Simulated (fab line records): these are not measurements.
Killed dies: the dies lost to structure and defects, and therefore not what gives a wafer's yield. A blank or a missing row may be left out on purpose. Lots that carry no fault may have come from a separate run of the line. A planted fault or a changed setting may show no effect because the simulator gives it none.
Chamber matching | flow n5Finfet | N5_BEOL_M3_CMP_52 on cmp-04: 4 sister chambers
The step polishes, stops on SiOC, t overpolish 6.8 s, target thk 40 nm. 8 wafers are shown with their chamber, then 12 later ones without.

== WAFERS PAIRED WITH THEIR CHAMBERS ==
wafer  | chamber | motorCurrentA (A) | timeToEndpointS (s)
L086.6 | 3       | 7.0               | 59.1
L088.4 | 0       | 6.3               | 64.4
L089.1 | 2       | 6.6               | 66.8
L089.2 | 3       | 7.3               | 62.2
L089.3 | 1       | 6.2               | 63.9
L089.4 | 0       | 6.8               | 67.8
L089.5 | 2       | 6.6               | 65.7
L089.6 | 1       | 6.2               | 64.5

== WAFERS WITH NO CHAMBER GIVEN ==
wafer  | motorCurrentA (A) | timeToEndpointS (s)
L091.1 | 6.3               | 60.9
L091.2 | 6.3               | 60.5
L091.6 | 6.4               | 65.1
L093.4 | 6.5               | 62.0
L093.5 | 6.6               | 63.4
L093.6 | 7.8               | 54.2
L092.3 | 6.2               | 63.5
L092.4 | 6.3               | 60.3
L092.5 | 6.4               | 64.5
L097.2 | 8.0               | 58.4
L097.4 | 6.3               | 64.7
L097.6 | 6.4               | 60.5

== WHICH CHAMBER EACH WENT THROUGH ==
wafer  | from the rows above               | in truth
L091.1 | can't be placed: 1 or 0 or 2      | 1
L091.2 | can't be placed: 1 or 0 or 2 or 3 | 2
L091.6 | can't be placed: 0 or 1 or 2      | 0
L093.4 | can't be placed: 1 or 0 or 2 or 3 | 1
L093.5 | can't be placed: 0 or 2 or 1 or 3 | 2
L093.6 | 3                                 | 3
L092.3 | can't be placed: 1 or 0           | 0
L092.4 | can't be placed: 1 or 0 or 2 or 3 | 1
L092.5 | can't be placed: 1 or 0 or 2      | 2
L097.2 | 3                                 | 3
L097.4 | can't be placed: 1 or 0 or 2      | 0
L097.6 | can't be placed: 1 or 0 or 2 or 3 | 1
Correctly placed: 2 of 12. Cannot be placed on the basis of these rows: 10; the candidates contain the true chamber in 10. Placed wrongly: 0.
How it was worked out, from the rows above alone: a wafer's distance from a chamber is the root of the sum, over the readings, of the square of ((its reading less the chamber's mean) divided by the reading's scatter). If the next closest chamber is less than 2 further off than the closest, the wafer can't be placed; otherwise it belongs to the closest. For every chamber, the mean is computed from those of its wafers that are shown. The scatter: the root of (the sum of the squares of (reading less its chamber's mean) over the shown wafers, divided by (wafers less chambers)).
